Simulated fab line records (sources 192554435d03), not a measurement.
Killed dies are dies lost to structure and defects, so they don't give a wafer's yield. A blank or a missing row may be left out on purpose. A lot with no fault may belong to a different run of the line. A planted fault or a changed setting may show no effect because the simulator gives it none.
Which of the tools did it? ; flow n5Finfet ; 26 wafers from 9 lots sampled at 5 of the route's 1938 steps

== WHAT THE GAUGES SHOWED, per wafer ==
N5_BEOL_M4_RC_MEAS_101. Usual: DIBL_N 36.0 mV/V, standard deviation 2.2; DIBL_P 36.2 mV/V, standard deviation 2.4; IOFF_N 0.16 nA/um, standard deviation 0.035; IOFF_P 0.21 nA/um, standard deviation 0.037; ION_N 672 uA/um, standard deviation 13; ION_P 461 uA/um, standard deviation 7; SS_N 71.4 mV/dec, standard deviation 0.69; SS_P 73.2 mV/dec, standard deviation 0.75; VT_N 250 mV, standard deviation 3.4; VT_P -251 mV, standard deviation 3.
lot;measured;on;DIBL_N (mV/V);DIBL_P (mV/V);IOFF_N (nA/um);IOFF_P (nA/um);ION_N (uA/um);ION_P (uA/um);SS_N (mV/dec);SS_P (mV/dec);VT_N (mV);VT_P (mV);flag
L845;day 9 10:32;prober-01;38.5 39.2;37.1 37.9;0.18 0.21;0.22 0.24;671 679;458 458;72.7 71.8;73.8 73.9;247 248;-250 -246;
L848;day 10 20:53;prober-02;37.0 36.6 34.1;39.5 38.0 35.2;0.18 0.17 0.13;0.26 0.23 0.19;667 674 660;465 460 463;72.0 71.6 71.6;74.1 74.1 72.9;252 248 254;-250 -251 -254;
L849;day 10 19:05;prober-01;35.2 32.3 35.6;34.8 32.9 36.0;0.14 0.11 0.14;0.18 0.16 0.19;665 655 667;455 454 461;71.1 70.3 71.0;72.2 71.8 72.8;253 254 251;-255 -252 -254;
L862;day 14 10:02;prober-02;35.0 33.6 33.6;35.2 33.7 34.3;0.14 0.11 0.12;0.18 0.16 0.16;658 645 649;455 447 451;70.9 70.1 70.0;72.9 71.8 71.6;252 254 255;-250 -254 -253;
L863;day 14 04:13;prober-01;36.3 36.5 39.1;35.8 36.5 39.1;0.16 0.16 0.21;0.18 0.19 0.23;681 684 696;460 460 462;71.5 71.9 71.9;72.7 73.1 73.3;248 253 245;-254 -252 -251;
L865;day 15 02:20;prober-02;37.0 37.4 35.2;38.6 39.4 37.4;0.19 0.20 0.17;0.23 0.23 0.21;689 696 681;460 470 468;71.7 72.3 71.6;74.1 73.4 73.8;247 247 250;-250 -251 -251;
L866;day 15 05:06;prober-01;36.0 37.5 36.2;35.5 37.4 36.2;0.14 0.18 0.16;0.20 0.24 0.21;676 682 678;466 473 466;70.8 71.7 71.3;73.0 73.2 73.0;251 249 250;-249 -247 -248;

== WHICH TOOL RAN EACH LOT (tool, then ch and the chambers of the sampled wafers, then the start) ==
lot;N5_HKMG_FIN_ALD_79;N5_HKMG_FIN_STRIP_34;N5_HKMG_FIN_STRIP_19;N5_HKMG_FIN_STRIP_88
L845;aldMetal-03 ch 0,2, day 4 17:05;rieDiel-03 ch 0,1, day 4 19:17;plasmaAsher-02 ch 0,1, day 4 19:37;plasmaAsher-01 ch 1, day 4 20:35
L848;aldMetal-03 ch 1,2,3, day 5 07:04;rieDiel-03 ch 0,3, day 5 09:35;plasmaAsher-01 ch 0,1, day 5 09:54;plasmaAsher-01 ch 0,1, day 5 11:05
L849;aldMetal-03 ch 1,2,3, day 5 13:53;rieDiel-04 ch 0,1,3, day 5 16:09;plasmaAsher-01 ch 0,1, day 5 16:28;plasmaAsher-01 ch 0,1, day 5 17:26
L860;aldMetal-03 ch 0,1,3, day 8 09:47;rieDiel-06 ch 0,2,3, day 8 12:04;plasmaAsher-01 ch 0,1, day 8 12:23;plasmaAsher-02 ch 0,1, day 8 13:22
L861;aldMetal-03 ch 0,2,3, day 8 16:05;rieDiel-06 ch 2,3, day 8 18:26;plasmaAsher-01 ch 0, day 8 18:44;plasmaAsher-01 ch 0,1, day 8 19:43
L862;aldMetal-04 ch 1,2,3, day 8 20:02;rieDiel-06 ch 0,2, day 8 22:19;plasmaAsher-01 ch 0,1, day 8 22:37;plasmaAsher-01 ch 0,1, day 8 23:36
L863;aldMetal-01 ch 0,1,2, day 9 05:47;rieDiel-04 ch 0,2,3, day 9 08:04;plasmaAsher-01 ch 0,1, day 9 08:31;plasmaAsher-01 ch 0,1, day 9 09:29
L865;aldMetal-03 ch 1,3, day 9 12:47;rieDiel-06 ch 0,1,3, day 9 15:55;plasmaAsher-02 ch 0,1, day 9 16:22;plasmaAsher-01 ch 0,1, day 9 17:20
L866;aldMetal-01 ch 1,2,3, day 9 18:48;rieDiel-06 ch 0,1,2, day 9 20:58;plasmaAsher-01 ch 0,1, day 9 21:17;plasmaAsher-02 ch 0,1, day 9 22:16
- N5_HKMG_FIN_ALD_79: deposits TiN, target thk 1.5 nm, pulse time 1 s, purge time 3 s.
- N5_HKMG_FIN_STRIP_34: strips in CF4.
- N5_HKMG_FIN_STRIP_19: strips in N2/H2, time 360 s.
- N5_HKMG_FIN_STRIP_88: strips in N2/H2, time 360 s.

== AS READ BY THE TOOLS THEMSELVES (means over the sampled wafers that have a number; for cases with no such wafer, the mark the record gives instead) ==
N5_HKMG_FIN_ALD_79. Usual: heaterPowerW 872 W, standard deviation 110; precursorPulseHeightRel 0.995, standard deviation 0.02.
lot;tool;heaterPowerW (W);precursorPulseHeightRel;flag
L845;aldMetal-03;906;1.006;
L848;aldMetal-03;970;0.980;
L849;aldMetal-03;965;1.002;
L860;aldMetal-03;895;1.003;
L861;aldMetal-03;939;1.003;
L862;aldMetal-04;776;0.979;
L863;aldMetal-01;950;1.000;
L865;aldMetal-03;959;0.997;
L866;aldMetal-01;892;0.992;

N5_HKMG_FIN_STRIP_34. Usual: biasPowerW 75.02 W (standard deviation 0.2); cf4FlowSccm 149.9 sccm (standard deviation 0.4); drypumpMotorCurrentA 5.6 A (standard deviation 0.5); oesProductAu 0.81 a.u. (standard deviation 0.081); rfVppV 271.7 V (standard deviation 1.4); showerheadPlenumPTorr 1.82 Torr (standard deviation 0.064); throttleValvePct 13.53 % (standard deviation 0.22).
lot;tool;biasPowerW (W);cf4FlowSccm (sccm);drypumpMotorCurrentA (A);oesProductAu (a.u.);rfVppV (V);showerheadPlenumPTorr (Torr);throttleValvePct (%);flag
L845;rieDiel-03;74.95;149.7;5.7;0.81;272.2;1.85;13.39;
L848;rieDiel-03;75.17;150.3;5.5;0.82;271.4;1.79;13.37;
L849;rieDiel-04;75.16;149.9;5.5;0.77;270.1;1.75;13.43;
L860;rieDiel-06;74.92;149.8;5.2;0.84;273.2;1.86;13.65;
L861;rieDiel-06;74.90;149.6;5.2;0.76;272.0;1.86;13.81;
L862;rieDiel-06;75.16;149.4;5.4;0.76;271.8;1.84;13.73;
L863;rieDiel-04;74.87;150.1;5.9;0.72;271.4;1.76;13.70;
L865;rieDiel-06;75.05;149.7;5.4;0.89;272.6;1.88;13.54;
L866;rieDiel-06;75.04;150.3;5.5;0.82;272.1;1.86;13.61;

N5_HKMG_FIN_STRIP_19. Usual: drypumpMotorCurrentA 6.37 A, standard deviation 0.081; h2FlowSccm 3250 sccm, standard deviation 11; heaterPowerW 450 W, standard deviation 24; tempC 300.04 C, standard deviation 0.2.
lot;tool;drypumpMotorCurrentA (A);h2FlowSccm (sccm);heaterPowerW (W);tempC (C);flag
L845;plasmaAsher-02;6.33;3254;466;299.86;
L848;plasmaAsher-01;6.41;3236;432;300.03;
L849;plasmaAsher-01;6.43;3246;420;300.13;
L860;plasmaAsher-01;-;-;-;-;OFF
L861;plasmaAsher-01;-;-;-;-;OFF
L862;plasmaAsher-01;6.42;3251;430;299.92;
L863;plasmaAsher-01;6.40;3255;432;300.02;
L865;plasmaAsher-02;6.31;3240;459;300.17;
L866;plasmaAsher-01;6.41;3253;431;300.01;

N5_HKMG_FIN_STRIP_88. Usual: drypumpMotorCurrentA 6.37 A, standard deviation 0.087; h2FlowSccm 3251 sccm, standard deviation 8.9; heaterPowerW 452 W, standard deviation 24; tempC 300.01 C, standard deviation 0.2.
lot;tool;drypumpMotorCurrentA (A);h2FlowSccm (sccm);heaterPowerW (W);tempC (C);flag
L845;plasmaAsher-01;6.40;3270;438;300.18;
L848;plasmaAsher-01;6.42;3249;422;299.94;
L849;plasmaAsher-01;6.41;3260;431;299.95;
L860;plasmaAsher-02;6.31;3247;462;299.88;
L861;plasmaAsher-01;6.42;3242;428;300.09;
L862;plasmaAsher-01;6.43;3244;426;300.00;
L863;plasmaAsher-01;6.43;3244;430;299.92;
L865;plasmaAsher-01;6.40;3252;433;300.15;
L866;plasmaAsher-02;6.37;3248;467;300.12;

== THE ANSWER, worked out from the rows above alone ==
Rule: a lot is off if the mean of its wafers that have a number lies more than 3 standard deviations from the usual mean. A lot without any number at a reading at which 4 lots or more have one is off too. Any other lot the step has rows for is counted as sound. Order of review: gauges by route order, followed by the tools' own readings, for which a lot's mean as printed above is used. The first step at which some lot is off is used, and at that step the reading that is off furthest; a lot without a number counts as furthest.
Off at N5_HKMG_FIN_STRIP_19 (drypumpMotorCurrentA): L860, L861. Without a number there: L860, L861.
If a tool, at that step or one of the process steps before it, ran each lot that is off and ran no sound lot following the first of them, it fits. Of those tried, none fits.

== WHAT THE SIMULATOR PUT IN ==
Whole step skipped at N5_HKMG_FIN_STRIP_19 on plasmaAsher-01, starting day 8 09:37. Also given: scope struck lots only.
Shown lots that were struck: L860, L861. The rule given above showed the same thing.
